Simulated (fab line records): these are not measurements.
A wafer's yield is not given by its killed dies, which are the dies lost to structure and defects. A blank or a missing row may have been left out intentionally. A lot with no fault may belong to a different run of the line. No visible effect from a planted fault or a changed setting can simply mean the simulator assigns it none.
Split-lot experiment -- flow n5-finfet -- route with 1938 steps; 7 lots, 21 wafers read

THE SPLIT ITSELF
At N5_BEOL_M3_COAT_67 (time 60 s, resist thk 60 nm), the setting spin-rpm was moved away from the recipe's 1500 rpm on 5 of the 21 wafers read, by -8.1% to +7.1%. The other wafers ran this setting at the recipe's value.

FROM THE SPLIT TO THE READING: what the file shows between them, 8 steps
- N5_BEOL_M3_EXPOSE_25: exposes mask V2, defocus 5 nm (also split here: dose-mj)
- N5_BEOL_M3_PEB_26: peb time 60 s
- N5_BEOL_M3_DEVELOP_27: develop time 30 s
- N5_BEOL_M3_ALD_98: deposits SiO2, target thk 2.5 nm, pulse time 1 s, co reactant pulse time 1 s
- N5_BEOL_M3_ETCHBACK_99: etches SiO2 in CHF3, target depth 5 nm, time 10.4 s
- N5_BEOL_M3_ETCH_70: etches SOC in N2/H2, target depth 80 nm, overetch 16 nm, time 120 s
- N5_BEOL_M3_STRIP_71: strips in N2/H2
- N5_BEOL_M3_STRIP_78: strips in N2/H2

THE READING
SOC_of_BEOL_M3_COAT_67.thk-nm (the simulator's own value, which no gauge read), in nm, at N5_BEOL_M3_VIA_ETCH_34 (etches the open film in C4F6/O2, target depth 69.4 nm, time 65.9 s). No usual value for it is given in the file. Across the 16 wafers here that went through the recipe, the average is 51.9 nm and the standard deviation 0.3 nm.

wafer,"tool, chamber at the split","spin-rpm as run, rpm",against the recipe,"SOC_of_BEOL_M3_COAT_67.thk-nm, nm",against lot-mates on the recipe
L074.1,"litho-track-01, 0",1500,recipe,52,-
L074.2,"litho-track-01, 0",1500,recipe,51.4,-
L074.6,"litho-track-01, 0",1500,recipe,51.4,-
L075.1,"litho-track-01, 0",1500,recipe,51.6,-
L075.5,"litho-track-01, 0",1500,recipe,51.6,-
L075.4,"litho-track-01, 0",1557,+3.8%,51,-0.6
L076.2,"litho-track-04, 0",1500,recipe,51.6,-
L076.3,"litho-track-04, 0",1500,recipe,52.4,-
L076.6,"litho-track-04, 0",1379,-8.1%,54.4,+2.4
L079.2,"litho-track-04, 0",1500,recipe,52,-
L079.3,"litho-track-04, 0",1500,recipe,52.4,-
L079.4,"litho-track-04, 0",1500,recipe,52.2,-
L080.3,"litho-track-02, 0",1500,recipe,52,-
L080.5,"litho-track-02, 0",1607,+7.1%,49.8,-2.0
L080.6,"litho-track-02, 0",1500,recipe,51.6,-
L092.1,"litho-track-04, 0",1500,recipe,51.8,-
L092.4,"litho-track-04, 0",1580,+5.3%,50,-1.8
L092.5,"litho-track-04, 0",1580,+5.3%,49.8,-2.0
L096.2,"litho-track-04, 0",1500,recipe,52,-
L096.4,"litho-track-04, 0",1500,recipe,51.8,-
L096.6,"litho-track-04, 0",1500,recipe,51.8,-

FIT RESULTS
A straight line over all 21 wafers: SOC_of_BEOL_M3_COAT_67.thk-nm changes by -0.316 nm for each +1% of spin-rpm; r = -0.95; the points scatter about the line by 0.31 nm.
The same after taking each lot's own level away (the mean of its wafers on the recipe; 21 wafers): -0.3 nm for each +1%; r = -0.96; scatter 0.26 nm.
On that fit, the largest move of spin-rpm shifts the reading by 2.4 nm.
The lots' own levels span 51.60 to 52.20 nm, that is 2.0 times the standard deviation above.
So the lot-to-lot level changes the slope little: the two slopes agree.
Check: with one of the wafers moved furthest among these (-8.1%) left out of the fit, the line predicts +2.45 nm for it against its lot-mates. It came out at +2.4 nm against them.

OTHER SPLITS APPLIED TO THESE WAFERS
Other splits were also applied to these wafers ahead of the reading. Each is held against what the fit with the lots' levels taken away leaves over:
other split on the same wafers,wafers away from the commonest value,r with SOC_of_BEOL_M3_COAT_67.thk-nm (lot level and that fit taken away)
N5_BEOL_M0_ETCH_138 source-w,7,-0.39
N5_BEOL_M0_TRENCH_ETCH_107 target-depth-a,14,+0.02
N5_BEOL_M1_ILD_DEP_00 time-s,5,-0.36
N5_BEOL_M1_HM_DEP_02 target-thk-a,5,+0.28
N5_BEOL_M2_PECVD_72 time-s,4,-0.04
N5_BEOL_M2_ETCHBACK_99 time-s,4,-0.03
N5_BEOL_M3_EXPOSE_25 dose-mj,2,+0.00

THE WHOLE CHAIN: every reading that the file lists as answering this split, in the file's order
step,what it does,reading,change (the file's fit),r (the file's)
N5_BEOL_M3_COAT_67,"time 60 s, resist thk 60 nm","SOC_of_BEOL_M3_COAT_67.thk-nm (the simulator's own value, which no gauge read)",-0.317 nm for each +1% of the setting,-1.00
N5_BEOL_M3_ETCH_70,"etches SOC in N2/H2, target depth 80 nm, overetch 16 nm, time 120 s","etch.depth-nm (the simulator's own value, which no gauge read)",-0.309 nm for each +1% of the setting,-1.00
N5_BEOL_M3_VIA_ETCH_34,"etches the open film in C4F6/O2, target depth 69.4 nm, time 65.9 s","SOC_of_BEOL_M3_COAT_67.thk-nm (the simulator's own value, which no gauge read)",-0.29 nm for each +1% of the setting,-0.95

FILE'S OWN FIT
SOC_of_BEOL_M3_COAT_67.thk-nm changes by -0.29 nm for each +1% of spin-rpm, r = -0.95.
